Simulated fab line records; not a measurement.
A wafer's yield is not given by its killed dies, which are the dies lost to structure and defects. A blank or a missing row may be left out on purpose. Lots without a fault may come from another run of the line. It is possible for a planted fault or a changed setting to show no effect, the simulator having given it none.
Which tool was responsible? -- flow n5Finfet -- Sampling: 24 lots, 72 wafers, 6 of 1938 route steps

WHAT EACH GAUGE READ, for each wafer
The record lacks any reading of a measuring or inspecting step that a usual standard deviation could be used to judge.

TOOL THAT RAN EACH LOT (tool first, then ch and the chambers of the sampled wafers, then the start)
lot,N5_HKMG_FIN_ALD_79,N5_HKMG_FIN_STRIP_19,N5_HKMG_FIN_STRIP_89,N5_HKMG_FIN_ETCHBACK_68,N5_HKMG_FIN_ALD_21,N5_GATE_CUT_PECVD_57
L074,"aldMetal-01 ch 0,1,3, day 3 23:42","plasmaAsher-02 ch 0, day 4 02:30","rieDiel-06 ch 0,2,3, day 4 03:17","rieMetal-02 ch 0, day 4 04:33","aldMetal-01 ch 0,1,2, day 4 05:10","pecvd-04 ch 1,2, day 4 09:34"
L075,"aldMetal-04 ch 0,2,3, day 4 10:10","plasmaAsher-01 ch 0,1, day 4 12:50","rieDiel-03 ch 1,2, day 4 13:41","rieMetal-02 ch 1, day 4 15:15","aldMetal-04 ch 0,2, day 4 15:47","pecvd-04 ch 0,1,2, day 4 19:56"
L076,"aldMetal-04 ch 0,1, day 4 12:17","plasmaAsher-02 ch 1, day 4 15:15","rieDiel-01 ch 0,1,2, day 4 16:02","rieMetal-03 ch 0,1, day 4 17:16","aldMetal-02 ch 0,1, day 4 17:47","pecvd-04 ch 0,1,2, day 4 22:53"
L077,"aldMetal-04 ch 0,1,3, day 4 18:39","plasmaAsher-01 ch 0,1, day 4 21:15","rieDiel-06 ch 2,3, day 4 22:03","rieMetal-03 ch 0,1, day 4 23:23","aldMetal-01 ch 1,2, day 4 23:55","pecvd-02 ch 0,2, day 5 04:00"
L078,"aldMetal-04 ch 0,2,3, day 4 23:55","plasmaAsher-01 ch 0,1, day 5 03:11","rieDiel-03 ch 1,2,3, day 5 04:04","rieMetal-02 ch 0,1, day 5 05:18","aldMetal-04 ch 0,1,3, day 5 05:49","pecvd-03 ch 0,1,2, day 5 09:54"
L079,"aldMetal-04 ch 0,1, day 5 04:55","plasmaAsher-01 ch 0,1, day 5 07:23","rieDiel-06 ch 0,2,3, day 5 08:10","rieMetal-02 ch 0,1, day 5 09:24","aldMetal-01 ch 0,2,3, day 5 10:01","pecvd-02 ch 0,1,2, day 5 14:30"
L080,"aldMetal-04 ch 0,1,3, day 5 13:23","plasmaAsher-02 ch 0,1, day 5 16:55","rieDiel-03 ch 1,2,3, day 5 17:56","rieMetal-01 ch 0,1, day 5 19:13","aldMetal-04 ch 0,1,3, day 5 19:44","pecvd-02 ch 0,1, day 5 23:56"
L081,"aldMetal-02 ch 1,2,3, day 5 20:06","plasmaAsher-02 ch 0,1, day 5 22:40","rieDiel-03 ch 0,2, day 5 23:27","rieMetal-02 ch 0,1, day 6 00:41","aldMetal-02 ch 0,2,3, day 6 01:13","pecvd-03 ch 0,1, day 6 05:25"
L082,"aldMetal-02 ch 0,1,2, day 6 02:29","plasmaAsher-01 ch 0,1, day 6 05:05","rieDiel-06 ch 0,2, day 6 05:53","rieMetal-01 ch 1, day 6 07:08","aldMetal-01 ch 1,2, day 6 07:39","pecvd-03 ch 0,2, day 6 11:44"
L083,"aldMetal-01 ch 0,1,2, day 6 14:26","plasmaAsher-01 ch 0,1, day 6 16:58","rieDiel-03 ch 0,1,2, day 6 17:45","rieMetal-02 ch 0,1, day 6 18:59","aldMetal-04 ch 0,1,3, day 6 19:31","pecvd-03 ch 0,1,2, day 6 23:43"
L084,"aldMetal-01 ch 2,3, day 6 16:05","plasmaAsher-01 ch 0,1, day 6 18:34","rieDiel-03 ch 0,1,3, day 6 19:21","rieMetal-03 ch 0,1, day 6 20:55","aldMetal-04 ch 0,2,3, day 6 21:26","pecvd-03 ch 1,2, day 7 01:50"
L085,"aldMetal-02 ch 1,3, day 6 22:43","plasmaAsher-02 ch 0,1, day 7 01:31","rieDiel-01 ch 0,1,2, day 7 02:25","rieMetal-01 ch 1, day 7 03:39","aldMetal-01 ch 1,3, day 7 04:10","pecvd-04 ch 0,2, day 7 08:16"
L086,"aldMetal-04 ch 2,3, day 7 02:29","plasmaAsher-01 ch 1, day 7 05:10","rieDiel-01 ch 0,2,3, day 7 05:57","rieMetal-03 ch 0,1, day 7 07:11","aldMetal-04 ch 2,3, day 7 07:43","pecvd-04 ch 0,1, day 7 12:11"
L087,"aldMetal-01 ch 0,2,3, day 7 06:57","plasmaAsher-02 ch 0,1, day 7 10:04","rieDiel-06 ch 0,1,2, day 7 10:53","rieMetal-03 ch 0,1, day 7 12:08","aldMetal-01 ch 0,2, day 7 12:40","pecvd-03 ch 1,2, day 7 17:01"
L088,"aldMetal-04 ch 0,1,2, day 7 16:22","plasmaAsher-01 ch 0,1, day 7 19:02","rieDiel-03 ch 0,2,3, day 7 19:49","rieMetal-01 ch 0,1, day 7 21:04","aldMetal-02 ch 0,1,3, day 7 21:35","pecvd-02 ch 0,2, day 8 01:40"
L089,"aldMetal-04 ch 0,2, day 7 18:17","plasmaAsher-01 ch 1, day 7 20:53","rieDiel-06 ch 1,2, day 7 21:40","rieMetal-03 ch 0,1, day 7 22:57","aldMetal-02 ch 1,2, day 7 23:29","pecvd-04 ch 0,1, day 8 04:04"
L090,"aldMetal-04 ch 0,2,3, day 8 03:31","plasmaAsher-01 ch 0,1, day 8 06:00","rieDiel-01 ch 1,2,3, day 8 06:52","rieMetal-03 ch 0,1, day 8 08:17","aldMetal-02 ch 0,1,2, day 8 08:49","pecvd-02 ch 0,1, day 8 13:11"
L091,"aldMetal-02 ch 0,1,3, day 8 05:21","plasmaAsher-01 ch 0,1, day 8 08:17","rieDiel-01 ch 0,1, day 8 08:57","rieMetal-01 ch 0,1, day 8 10:22","aldMetal-04 ch 2,3, day 8 10:50","pecvd-02 ch 1,2, day 8 18:37"
L092,"aldMetal-01 ch 1,2, day 8 15:59","plasmaAsher-01 ch 0,1, day 8 18:35","rieDiel-01 ch 0,1,3, day 8 19:22","rieMetal-02 ch 0,1, day 8 20:37","aldMetal-02 ch 0,1,3, day 8 21:08","pecvd-04 ch 0,2, day 9 03:04"
L093,"aldMetal-01 ch 2,3, day 8 19:35","plasmaAsher-02 ch 0,1, day 8 22:11","rieDiel-03 ch 1,2,3, day 8 22:53","rieMetal-01 ch 0,1, day 9 00:07","aldMetal-02 ch 1,2, day 9 00:37","pecvd-04 ch 0,1,2, day 9 05:16"
L094,"aldMetal-01 ch 1,2,3, day 9 03:25","plasmaAsher-01 ch 0,1, day 9 06:10","rieDiel-03 ch 0,2,3, day 9 06:58","rieMetal-02 ch 0,1, day 9 08:12","aldMetal-01 ch 0,2,3, day 9 08:43","pecvd-02 ch 0,1, day 9 13:07"
L095,"aldMetal-02 ch 0,1,2, day 9 08:00","plasmaAsher-02 ch 0,1, day 9 10:37","rieDiel-03 ch 1,2,3, day 9 11:24","rieMetal-01 ch 1, day 9 12:38","aldMetal-01 ch 1,2,3, day 9 13:10","pecvd-02 ch 0,1,2, day 9 18:10"
L096,"aldMetal-04 ch 1,2, day 9 14:29","plasmaAsher-01 ch 0,1, day 9 17:17","rieDiel-06 ch 1,2,3, day 9 18:13","rieMetal-03 ch 0,1, day 9 19:26","aldMetal-02 ch 1,2, day 9 19:58","pecvd-02 ch 0,2, day 10 00:26"
L097,"aldMetal-01 ch 2,3, day 9 20:44","plasmaAsher-01 ch 1, day 9 23:20","rieDiel-03 ch 0,2,3, day 10 00:07","rieMetal-01 ch 1, day 10 01:27","aldMetal-04 ch 1,2, day 10 02:05","pecvd-03 ch 1,2, day 10 06:17"
- N5_HKMG_FIN_ALD_79: deposits TiN, target thk 1.5 nm, pulse time 1 s, purge time 3 s.
- N5_HKMG_FIN_STRIP_19: strips in N2/H2, time 360 s.
- N5_HKMG_FIN_STRIP_89: strips SOC in N2/H2, time 20 s.
- N5_HKMG_FIN_ETCHBACK_68: etches the open film in Cl2/Ar, stops on HfO2, target depth 0.5 nm.
- N5_HKMG_FIN_ALD_21: deposits TiN, target thk 1.5 nm, pulse time 1 s, purge time 3 s.
- N5_GATE_CUT_PECVD_57: deposits SiNx from SiH4/NH3/N2, target thk 21 nm.

WHAT THE TOOLS THEMSELVES READ (means of the sampled wafers that have a number; where no wafer has one, the mark that the record gives instead)
N5_HKMG_FIN_ALD_79.
lot,tool,heaterPowerW (W),precursorPulseHeightRel
L074,aldMetal-01,876,1.006
L075,aldMetal-04,899,0.987
L076,aldMetal-04,859,1.000
L077,aldMetal-04,957,1.002
L078,aldMetal-04,883,1.000
L079,aldMetal-04,861,0.994
L080,aldMetal-04,950,0.999
L081,aldMetal-02,877,0.985
L082,aldMetal-02,879,0.984
L083,aldMetal-01,942,0.987
L084,aldMetal-01,870,0.991
L085,aldMetal-02,803,1.014
L086,aldMetal-04,879,1.005
L087,aldMetal-01,907,0.993
L088,aldMetal-04,835,0.996
L089,aldMetal-04,806,1.023
L090,aldMetal-04,891,0.998
L091,aldMetal-02,789,0.987
L092,aldMetal-01,945,1.029
L093,aldMetal-01,939,1.006
L094,aldMetal-01,908,1.007
L095,aldMetal-02,875,0.999
L096,aldMetal-04,871,1.024
L097,aldMetal-01,923,0.984

N5_HKMG_FIN_STRIP_19.
lot,tool,drypumpMotorCurrentA (A),h2FlowSccm (sccm),heaterPowerW (W)
L074,plasmaAsher-02,5.9,3264,438
L075,plasmaAsher-01,5.5,3256,483
L076,plasmaAsher-02,5.6,3250,565
L077,plasmaAsher-01,5.9,3252,469
L078,plasmaAsher-01,5.5,3247,492
L079,plasmaAsher-01,5.9,3252,466
L080,plasmaAsher-02,5.7,3240,524
L081,plasmaAsher-02,5.8,3256,487
L082,plasmaAsher-01,5.5,3247,495
L083,plasmaAsher-01,5.9,3259,469
L084,plasmaAsher-01,5.9,3246,469
L085,plasmaAsher-02,5.8,3241,481
L086,plasmaAsher-01,6.2,3248,444
L087,plasmaAsher-02,5.7,3254,523
L088,plasmaAsher-01,5.9,3248,469
L089,plasmaAsher-01,6.2,3257,443
L090,plasmaAsher-01,5.9,3246,465
L091,plasmaAsher-01,5.9,3255,469
L092,plasmaAsher-01,5.9,3255,475
L093,plasmaAsher-02,5.8,3256,478
L094,plasmaAsher-01,5.5,3237,485
L095,plasmaAsher-02,5.8,3254,475
L096,plasmaAsher-01,5.5,3251,485
L097,plasmaAsher-01,6.2,3252,445

N5_HKMG_FIN_STRIP_89.
lot,tool,drypumpMotorCurrentA (A),h2FlowSccm (sccm),oesProductAu (a.u.),powerW (W),rfVppV (V),showerheadPlenumPTorr (Torr),throttleValvePct (%)
L074,rieDiel-06,5.1,300.3,0.82,500.5,54.8,3.36,19.4
L075,rieDiel-03,5.5,300.6,0.76,500.1,54.3,3.23,18.9
L076,rieDiel-01,5.5,300.3,0.75,498.5,54.0,3.39,19.2
L077,rieDiel-06,5.1,299.9,0.84,499.3,53.9,3.28,19.3
L078,rieDiel-03,5.5,299.5,0.73,500.1,53.8,3.30,19.0
L079,rieDiel-06,5.1,301.2,0.81,500.9,53.9,3.35,19.4
L080,rieDiel-03,5.5,300.5,0.73,500.3,54.3,3.29,19.0
L081,rieDiel-03,6.0,299.7,0.72,500.1,54.2,3.29,19.2
L082,rieDiel-06,5.1,299.6,0.77,498.2,55.0,3.41,19.5
L083,rieDiel-03,5.7,300.1,0.74,501.2,53.9,3.31,19.0
L084,rieDiel-03,5.6,300.2,0.84,500.1,53.2,3.38,18.9
L085,rieDiel-01,5.5,299.9,0.73,499.9,54.1,3.38,19.3
L086,rieDiel-01,5.7,300.0,0.80,498.4,54.2,3.47,19.1
L087,rieDiel-06,5.2,299.5,0.78,499.0,53.1,3.37,19.3
L088,rieDiel-03,5.9,300.0,0.79,500.9,54.4,3.36,19.2
L089,rieDiel-06,5.3,299.1,0.79,498.8,54.5,3.33,19.1
L090,rieDiel-01,5.9,299.8,0.87,500.2,54.0,3.46,19.1
L091,rieDiel-01,5.7,300.1,0.88,499.3,53.1,3.30,19.1
L092,rieDiel-01,6.0,299.7,0.84,500.1,54.4,3.39,19.0
L093,rieDiel-03,5.5,300.5,0.81,499.9,53.3,3.28,18.9
L094,rieDiel-03,6.0,300.1,0.77,499.7,54.7,3.35,19.2
L095,rieDiel-03,5.5,298.6,0.79,500.6,53.6,3.28,18.9
L096,rieDiel-06,5.2,300.7,0.78,498.1,53.3,3.29,19.3
L097,rieDiel-03,6.0,299.5,0.76,499.5,54.7,3.35,19.2

N5_HKMG_FIN_ETCHBACK_68.
lot,tool,biasW (W),drypumpMotorCurrentA (A),mfcArSccm (sccm),oesProductAu (a.u.),throttleValvePct (%)
L074,rieMetal-02,60.09,5.9,60.00,0.67,21.05
L075,rieMetal-02,59.97,6.3,59.93,0.68,21.27
L076,rieMetal-03,60.05,5.4,59.91,0.65,20.98
L077,rieMetal-03,60.09,5.4,59.85,0.65,20.99
L078,rieMetal-02,60.02,6.1,60.02,0.67,21.20
L079,rieMetal-02,59.84,6.0,60.04,0.66,21.14
L080,rieMetal-01,59.89,5.6,59.92,0.71,20.80
L081,rieMetal-02,60.15,6.0,60.16,0.66,21.13
L082,rieMetal-01,59.77,5.5,60.21,0.78,20.73
L083,rieMetal-02,59.92,6.1,60.06,0.67,21.21
L084,rieMetal-03,60.21,6.0,60.01,0.67,20.98
L085,rieMetal-01,60.15,5.5,59.97,0.78,20.75
L086,rieMetal-03,60.03,6.0,60.03,0.67,20.98
L087,rieMetal-03,59.79,6.0,60.15,0.66,20.99
L088,rieMetal-01,60.00,5.6,60.08,0.71,20.80
L089,rieMetal-03,60.15,5.4,60.12,0.64,20.99
L090,rieMetal-03,59.81,5.4,60.01,0.61,21.04
L091,rieMetal-01,59.99,5.7,59.99,0.71,20.81
L092,rieMetal-02,60.03,6.0,59.96,0.65,21.17
L093,rieMetal-01,60.11,5.8,59.98,0.65,20.85
L094,rieMetal-02,59.94,6.0,59.93,0.65,21.15
L095,rieMetal-01,60.05,5.5,60.12,0.77,20.76
L096,rieMetal-03,60.21,5.4,60.00,0.63,21.01
L097,rieMetal-01,59.99,5.5,60.13,0.75,20.76

N5_HKMG_FIN_ALD_21.
lot,tool,heaterPowerW (W),precursorPulseHeightRel
L074,aldMetal-01,937,1.025
L075,aldMetal-04,790,0.984
L076,aldMetal-02,799,1.011
L077,aldMetal-01,934,1.003
L078,aldMetal-04,939,1.013
L079,aldMetal-01,891,1.019
L080,aldMetal-04,962,1.000
L081,aldMetal-02,844,1.007
L082,aldMetal-01,968,1.018
L083,aldMetal-04,940,0.980
L084,aldMetal-04,908,1.017
L085,aldMetal-01,878,0.994
L086,aldMetal-04,999,1.002
L087,aldMetal-01,940,1.013
L088,aldMetal-02,777,0.995
L089,aldMetal-02,879,1.006
L090,aldMetal-02,869,1.002
L091,aldMetal-04,982,0.993
L092,aldMetal-02,786,0.998
L093,aldMetal-02,889,1.002
L094,aldMetal-01,907,1.016
L095,aldMetal-01,914,1.008
L096,aldMetal-02,959,0.984
L097,aldMetal-04,822,0.997

N5_GATE_CUT_PECVD_57.
lot,tool,heaterPowerW (W),showerheadPlenumPTorr (Torr),throttleValvePct (%)
L074,pecvd-04,724,5.12,41.7
L075,pecvd-04,702,5.11,40.7
L076,pecvd-04,750,5.11,40.9
L077,pecvd-02,761,5.10,37.5
L078,pecvd-03,733,5.16,39.8
L079,pecvd-02,695,5.16,38.6
L080,pecvd-02,742,5.15,40.4
L081,pecvd-03,727,5.13,40.4
L082,pecvd-03,705,5.12,40.3
L083,pecvd-03,729,5.17,39.8
L084,pecvd-03,692,5.21,38.9
L085,pecvd-04,707,5.12,40.5
L086,pecvd-04,723,5.10,40.3
L087,pecvd-03,712,5.20,38.9
L088,pecvd-02,749,5.10,38.0
L089,pecvd-04,716,5.10,40.2
L090,pecvd-02,831,5.14,40.8
L091,pecvd-02,642,5.15,37.3
L092,pecvd-04,638,5.13,41.6
L093,pecvd-04,687,5.10,41.0
L094,pecvd-02,698,5.20,40.1
L095,pecvd-02,746,5.16,38.8
L096,pecvd-02,776,5.10,39.9
L097,pecvd-03,750,5.20,39.1

THE ANSWER, worked out from the rows above alone
Rule: the usual values come from the lots themselves. Put in order of their means at a reading, lots are off if they are a third of the lots or fewer, leave a main group of 4 or more, and stand apart from it by a gap of 3 or more times the standard deviation of the main group's means; of several such gaps the widest counts. Not used: any main group whose means are identical at the precision the tables above print for the reading. Also off: a lot with no number at a reading for which 4 or more lots have one. Where the step has rows for the other lots, those lots are counted as sound. The gauges are gone through in route order, then the tools' own readings, and for those a lot's mean is taken as printed above. At the first step where some lot is off, the reading lying furthest off is the one used; lots without a number count as furthest.
Across all readings shown, no lot is off: no conclusion can be drawn from this.

WHAT THE SIMULATOR HAD INSERTED
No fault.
